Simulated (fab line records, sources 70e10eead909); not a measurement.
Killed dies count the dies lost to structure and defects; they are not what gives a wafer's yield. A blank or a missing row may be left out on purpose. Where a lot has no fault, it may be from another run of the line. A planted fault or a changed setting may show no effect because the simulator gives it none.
What tool caused it? || flow nand_harc || 12 lots, 36 wafers sampled, at 6 steps of a route of 1159

== WHAT THE GAUGES READ, wafer by wafer ==
NHARC_P_STI_CD_MEAS_09 targets a cd of 200 nm. Usual: cd_nm at 200.5 nm, with a standard deviation of 2.3.
{"lot": "L780", "measured": "day 2 12:19", "on": "cd_sem-03", "cd_nm (nm)": "204.5 199.7 200.2", "flag": ""}
{"lot": "L782", "measured": "day 2 20:22", "on": "cd_sem-02", "cd_nm (nm)": "204.4 203.3 200.4", "flag": ""}
{"lot": "L784", "measured": "day 3 12:52", "on": "cd_sem-03", "cd_nm (nm)": "200.5 200.5 203.6", "flag": ""}
{"lot": "L785", "measured": "day 3 18:28", "on": "cd_sem-02", "cd_nm (nm)": "198.3 203.0 197.0", "flag": ""}
{"lot": "L787", "measured": "day 4 05:07", "on": "cd_sem-02", "cd_nm (nm)": "205.2 199.0 203.9", "flag": ""}
{"lot": "L788", "measured": "day 4 14:14", "on": "cd_sem-02", "cd_nm (nm)": "198.4 202.2 199.8", "flag": ""}
{"lot": "L789", "measured": "day 4 14:23", "on": "cd_sem-02", "cd_nm (nm)": "197.1 198.0 196.0", "flag": ""}
{"lot": "L790", "measured": "day 5 00:01", "on": "cd_sem-01", "cd_nm (nm)": "205.4 202.3 200.1", "flag": ""}
{"lot": "L793", "measured": "day 5 17:40", "on": "cd_sem-03", "cd_nm (nm)": "197.4 202.6 198.3", "flag": ""}
{"lot": "L799", "measured": "day 7 02:55", "on": "cd_sem-01", "cd_nm (nm)": "201.7 200.7 201.5", "flag": ""}
{"lot": "L800", "measured": "day 7 11:06", "on": "cd_sem-02", "cd_nm (nm)": "200.3 203.6 200.6", "flag": ""}
{"lot": "L802", "measured": "day 8 02:12", "on": "cd_sem-01", "cd_nm (nm)": "201.0 202.3 200.2", "flag": ""}

NHARC_P_STI_OVL_MEAS_10. Usual: overlay_x_nm 0 nm, standard deviation 5.9; overlay_y_nm 0 nm, standard deviation 6.2.
{"lot": "L780", "measured": "day 2 12:23", "on": "overlay-01", "overlay_x_nm (nm)": "-3 -4 -4", "overlay_y_nm (nm)": "11 11 11", "flag": ""}
{"lot": "L782", "measured": "day 2 20:27", "on": "overlay-01", "overlay_x_nm (nm)": "5 5 6", "overlay_y_nm (nm)": "1 1 1", "flag": ""}
{"lot": "L784", "measured": "day 3 12:57", "on": "overlay-02", "overlay_x_nm (nm)": "-1 -2 -1", "overlay_y_nm (nm)": "-5 -5 -4", "flag": ""}
{"lot": "L785", "measured": "day 3 18:33", "on": "overlay-02", "overlay_x_nm (nm)": "-7 -7 -7", "overlay_y_nm (nm)": "10 10 10", "flag": ""}
{"lot": "L787", "measured": "day 4 05:12", "on": "overlay-01", "overlay_x_nm (nm)": "-12 -12 -12", "overlay_y_nm (nm)": "3 3 3", "flag": ""}
{"lot": "L788", "measured": "day 4 14:19", "on": "overlay-01", "overlay_x_nm (nm)": "11 11 11", "overlay_y_nm (nm)": "-6 -6 -5", "flag": ""}
{"lot": "L789", "measured": "day 4 14:29", "on": "overlay-01", "overlay_x_nm (nm)": "6 6 6", "overlay_y_nm (nm)": "-9 -9 -10", "flag": ""}
{"lot": "L790", "measured": "day 5 00:07", "on": "overlay-01", "overlay_x_nm (nm)": "-1 -1 -1", "overlay_y_nm (nm)": "0 0 -1", "flag": ""}
{"lot": "L793", "measured": "day 5 17:45", "on": "overlay-01", "overlay_x_nm (nm)": "11 11 9", "overlay_y_nm (nm)": "6 7 6", "flag": ""}
{"lot": "L799", "measured": "day 7 03:01", "on": "overlay-02", "overlay_x_nm (nm)": "3 2 3", "overlay_y_nm (nm)": "5 5 5", "flag": ""}
{"lot": "L800", "measured": "day 7 11:11", "on": "overlay-01", "overlay_x_nm (nm)": "-1 0 0", "overlay_y_nm (nm)": "-1 0 0", "flag": ""}
{"lot": "L802", "measured": "day 8 02:17", "on": "overlay-01", "overlay_x_nm (nm)": "6 6 6", "overlay_y_nm (nm)": "-6 -5 -5", "flag": ""}

NHARC_P_GATE_CD_MEAS_11 targets a cd of 1640 nm. Usual: cd_nm at 1639.8 nm, with a standard deviation of 1.6.
{"lot": "L780", "measured": "day 4 03:59", "on": "cd_sem-03", "cd_nm (nm)": "1642.8 1641.2 1640.2", "flag": ""}
{"lot": "L782", "measured": "day 4 12:44", "on": "cd_sem-03", "cd_nm (nm)": "1639.7 1640.8 1642.3", "flag": ""}
{"lot": "L784", "measured": "day 5 05:11", "on": "cd_sem-02", "cd_nm (nm)": "1640.6 1639.4 1641.1", "flag": ""}
{"lot": "L785", "measured": "day 5 05:21", "on": "cd_sem-01", "cd_nm (nm)": "1640.2 1639.2 1640.3", "flag": ""}
{"lot": "L787", "measured": "day 5 14:52", "on": "cd_sem-02", "cd_nm (nm)": "1641.0 1640.3 1640.0", "flag": ""}
{"lot": "L788", "measured": "day 6 05:53", "on": "cd_sem-02", "cd_nm (nm)": "1639.4 1638.2 1637.9", "flag": ""}
{"lot": "L789", "measured": "day 6 05:43", "on": "cd_sem-02", "cd_nm (nm)": "- - -", "flag": "OFF"}
{"lot": "L790", "measured": "day 6 16:35", "on": "cd_sem-01", "cd_nm (nm)": "1636.3 1637.2 1639.8", "flag": ""}
{"lot": "L793", "measured": "day 7 08:25", "on": "cd_sem-01", "cd_nm (nm)": "1638.4 1639.0 1639.1", "flag": ""}
{"lot": "L799", "measured": "day 8 19:55", "on": "cd_sem-02", "cd_nm (nm)": "1641.0 1640.9 1638.6", "flag": ""}
{"lot": "L800", "measured": "day 9 02:31", "on": "cd_sem-01", "cd_nm (nm)": "1639.8 1638.4 1637.9", "flag": ""}
{"lot": "L802", "measured": "day 9 15:59", "on": "cd_sem-03", "cd_nm (nm)": "1638.3 1638.8 1639.3", "flag": ""}

NHARC_END_SORT_01. Usual: killed_at_array 29, standard deviation 11; killed_at_other 0.5, standard deviation 0.8; killed_at_periphery 3.5, standard deviation 2.8; killed_dies 33, standard deviation 12; killed_open 3.1, standard deviation 1.8; killed_short 1.8, standard deviation 1.4.
{"lot": "L789", "measured": "day 21 18:20", "on": "prober-01", "killed_at_array": "37 33 46", "killed_at_other": "0 0 0", "killed_at_periphery": "640 644 631", "killed_dies": "677 677 677", "killed_open": "2 1 3", "killed_short": "4 0 3", "flag": "OFF"}

== WHICH TOOL RAN EACH LOT (tool, then ch and the chambers of the sampled wafers, then the start) ==
{"lot": "L780", "NHARC_P_ZERO_WELL_DESCUM_54": "rie_diel-07 ch 0,1,2, day 1 17:58", "NHARC_P_GATE_EXPOSE_08": "krf_scanner-01 ch 0, day 4 03:49"}
{"lot": "L782", "NHARC_P_ZERO_WELL_DESCUM_54": "rie_diel-01 ch 0,1,2, day 2 06:29", "NHARC_P_GATE_EXPOSE_08": "krf_scanner-03 ch 0, day 4 12:35"}
{"lot": "L784", "NHARC_P_ZERO_WELL_DESCUM_54": "rie_diel-01 ch 2,3, day 2 17:56", "NHARC_P_GATE_EXPOSE_08": "krf_scanner-03 ch 0, day 5 05:01"}
{"lot": "L785", "NHARC_P_ZERO_WELL_DESCUM_54": "rie_diel-01 ch 0,2,3, day 2 23:47", "NHARC_P_GATE_EXPOSE_08": "krf_scanner-01 ch 0, day 5 05:11"}
{"lot": "L787", "NHARC_P_ZERO_WELL_DESCUM_54": "rie_diel-11 ch 1,2,3, day 3 11:55", "NHARC_P_GATE_EXPOSE_08": "krf_scanner-02 ch 0, day 5 14:43"}
{"lot": "L788", "NHARC_P_ZERO_WELL_DESCUM_54": "rie_diel-11 ch 0,1,3, day 3 18:05", "NHARC_P_GATE_EXPOSE_08": "krf_scanner-02 ch 0, day 6 05:44"}
{"lot": "L789", "NHARC_P_ZERO_WELL_DESCUM_54": "rie_diel-11 ch 1,2,3, day 3 23:41", "NHARC_P_GATE_EXPOSE_08": "krf_scanner-03 ch 0, day 6 05:33"}
{"lot": "L790", "NHARC_P_ZERO_WELL_DESCUM_54": "rie_diel-11 ch 0,2,3, day 4 05:50", "NHARC_P_GATE_EXPOSE_08": "krf_scanner-02 ch 0, day 6 16:25"}
{"lot": "L793", "NHARC_P_ZERO_WELL_DESCUM_54": "rie_diel-07 ch 0,1, day 4 23:58", "NHARC_P_GATE_EXPOSE_08": "krf_scanner-02 ch 0, day 7 08:16"}
{"lot": "L799", "NHARC_P_ZERO_WELL_DESCUM_54": "rie_diel-11 ch 0,3, day 6 11:47", "NHARC_P_GATE_EXPOSE_08": "krf_scanner-03 ch 0, day 8 19:45"}
{"lot": "L800", "NHARC_P_ZERO_WELL_DESCUM_54": "rie_diel-11 ch 0,1,2, day 6 18:04", "NHARC_P_GATE_EXPOSE_08": "krf_scanner-03 ch 0, day 9 02:22"}
{"lot": "L802", "NHARC_P_ZERO_WELL_DESCUM_54": "rie_diel-01 ch 0,2,3, day 7 06:02", "NHARC_P_GATE_EXPOSE_08": "krf_scanner-01 ch 0, day 9 15:50"}
- NHARC_P_ZERO_WELL_DESCUM_54: chemistry O2, time 3 s.
- NHARC_P_GATE_EXPOSE_08: exposes mask P HV.

== WHAT THE TOOLS THEMSELVES READ (means of the sampled wafers that have a number; where no wafer has one, the mark that the record gives instead) ==
NHARC_P_ZERO_WELL_DESCUM_54. Usual: drypump_motor_current_A 5.9 A, standard deviation 0.37; oes_product_au 1.000 a.u., standard deviation 0.009; rf_vpp_V 57.9 V, standard deviation 0.91; showerhead_plenum_p_Torr 1.95 Torr, standard deviation 0.059; throttle_valve_pct 11.311 %, standard deviation 0.01.
{"lot": "L780", "tool": "rie_diel-07", "drypump_motor_current_A (A)": 5.4, "oes_product_au (a.u.)": 0.995, "rf_vpp_V (V)": 58.2, "showerhead_plenum_p_Torr (Torr)": 1.99, "throttle_valve_pct (%)": 11.312, "flag": ""}
{"lot": "L782", "tool": "rie_diel-01", "drypump_motor_current_A (A)": 6.1, "oes_product_au (a.u.)": 1.008, "rf_vpp_V (V)": 58.0, "showerhead_plenum_p_Torr (Torr)": 1.96, "throttle_valve_pct (%)": 11.320, "flag": ""}
{"lot": "L784", "tool": "rie_diel-01", "drypump_motor_current_A (A)": 5.8, "oes_product_au (a.u.)": 1.001, "rf_vpp_V (V)": 59.2, "showerhead_plenum_p_Torr (Torr)": 1.98, "throttle_valve_pct (%)": 11.319, "flag": ""}
{"lot": "L785", "tool": "rie_diel-01", "drypump_motor_current_A (A)": 5.9, "oes_product_au (a.u.)": 0.993, "rf_vpp_V (V)": 58.4, "showerhead_plenum_p_Torr (Torr)": 1.92, "throttle_valve_pct (%)": 11.310, "flag": ""}
{"lot": "L787", "tool": "rie_diel-11", "drypump_motor_current_A (A)": 6.1, "oes_product_au (a.u.)": 0.994, "rf_vpp_V (V)": 57.3, "showerhead_plenum_p_Torr (Torr)": 1.94, "throttle_valve_pct (%)": 11.309, "flag": ""}
{"lot": "L788", "tool": "rie_diel-11", "drypump_motor_current_A (A)": 6.0, "oes_product_au (a.u.)": 0.997, "rf_vpp_V (V)": 58.4, "showerhead_plenum_p_Torr (Torr)": 1.96, "throttle_valve_pct (%)": 11.311, "flag": ""}
{"lot": "L789", "tool": "rie_diel-11", "drypump_motor_current_A (A)": 6.2, "oes_product_au (a.u.)": 1.001, "rf_vpp_V (V)": 57.0, "showerhead_plenum_p_Torr (Torr)": 1.94, "throttle_valve_pct (%)": 11.306, "flag": ""}
{"lot": "L790", "tool": "rie_diel-11", "drypump_motor_current_A (A)": 6.1, "oes_product_au (a.u.)": 1.008, "rf_vpp_V (V)": 58.0, "showerhead_plenum_p_Torr (Torr)": 1.95, "throttle_valve_pct (%)": 11.306, "flag": ""}
{"lot": "L793", "tool": "rie_diel-07", "drypump_motor_current_A (A)": 5.3, "oes_product_au (a.u.)": 1.002, "rf_vpp_V (V)": 58.3, "showerhead_plenum_p_Torr (Torr)": 1.98, "throttle_valve_pct (%)": 11.315, "flag": ""}
{"lot": "L799", "tool": "rie_diel-11", "drypump_motor_current_A (A)": 5.9, "oes_product_au (a.u.)": 0.994, "rf_vpp_V (V)": 57.7, "showerhead_plenum_p_Torr (Torr)": 1.97, "throttle_valve_pct (%)": 11.312, "flag": ""}
{"lot": "L800", "tool": "rie_diel-11", "drypump_motor_current_A (A)": 6.2, "oes_product_au (a.u.)": 1.004, "rf_vpp_V (V)": 57.5, "showerhead_plenum_p_Torr (Torr)": 1.94, "throttle_valve_pct (%)": 11.308, "flag": ""}
{"lot": "L802", "tool": "rie_diel-01", "drypump_motor_current_A (A)": 5.9, "oes_product_au (a.u.)": 0.999, "rf_vpp_V (V)": 58.3, "showerhead_plenum_p_Torr (Torr)": 1.92, "throttle_valve_pct (%)": 11.301, "flag": ""}

NHARC_P_GATE_EXPOSE_08. Usual: stage_vel_mm_s 500.05 mm/s, standard deviation 0.26.
{"lot": "L780", "tool": "krf_scanner-01", "stage_vel_mm_s (mm/s)": 499.68, "flag": ""}
{"lot": "L782", "tool": "krf_scanner-03", "stage_vel_mm_s (mm/s)": 500.11, "flag": ""}
{"lot": "L784", "tool": "krf_scanner-03", "stage_vel_mm_s (mm/s)": 500.02, "flag": ""}
{"lot": "L785", "tool": "krf_scanner-01", "stage_vel_mm_s (mm/s)": 500.27, "flag": ""}
{"lot": "L787", "tool": "krf_scanner-02", "stage_vel_mm_s (mm/s)": 500.15, "flag": ""}
{"lot": "L788", "tool": "krf_scanner-02", "stage_vel_mm_s (mm/s)": 500.03, "flag": ""}
{"lot": "L789", "tool": "krf_scanner-03", "stage_vel_mm_s (mm/s)": 500.02, "flag": ""}
{"lot": "L790", "tool": "krf_scanner-02", "stage_vel_mm_s (mm/s)": 500.00, "flag": ""}
{"lot": "L793", "tool": "krf_scanner-02", "stage_vel_mm_s (mm/s)": 500.00, "flag": ""}
{"lot": "L799", "tool": "krf_scanner-03", "stage_vel_mm_s (mm/s)": 500.05, "flag": ""}
{"lot": "L800", "tool": "krf_scanner-03", "stage_vel_mm_s (mm/s)": 499.94, "flag": ""}
{"lot": "L802", "tool": "krf_scanner-01", "stage_vel_mm_s (mm/s)": 500.19, "flag": ""}

== THE ANSWER, worked out from the rows above alone ==
Rule: take the mean of a lot's wafers that have a number; if it is more than 3 standard deviations from the usual mean, the lot is off. A lot without any number at a reading at which 4 lots or more have one is off too. Where the step has rows for the other lots, those lots are counted as sound. First the gauges in route order, then the tools' own readings, where a lot's mean is used as printed above. The first step at which some lot is off is used, and at that step the reading that is off furthest; a lot without a number counts as furthest.
Off: L789 (NHARC_P_GATE_CD_MEAS_11, cd_nm). Without a number there: L789.
A tool fits if, at a process step before that reading, it ran every lot that is off, and no sound lot after the first of them. The gauges at NHARC_P_GATE_CD_MEAS_11 aren't tried: what is off there is off at NHARC_END_SORT_01 too, on other tools, and a gauge's error can't cause that. Not one of the candidates tried fits.

== WHAT THE SIMULATOR HAD PUT IN ==
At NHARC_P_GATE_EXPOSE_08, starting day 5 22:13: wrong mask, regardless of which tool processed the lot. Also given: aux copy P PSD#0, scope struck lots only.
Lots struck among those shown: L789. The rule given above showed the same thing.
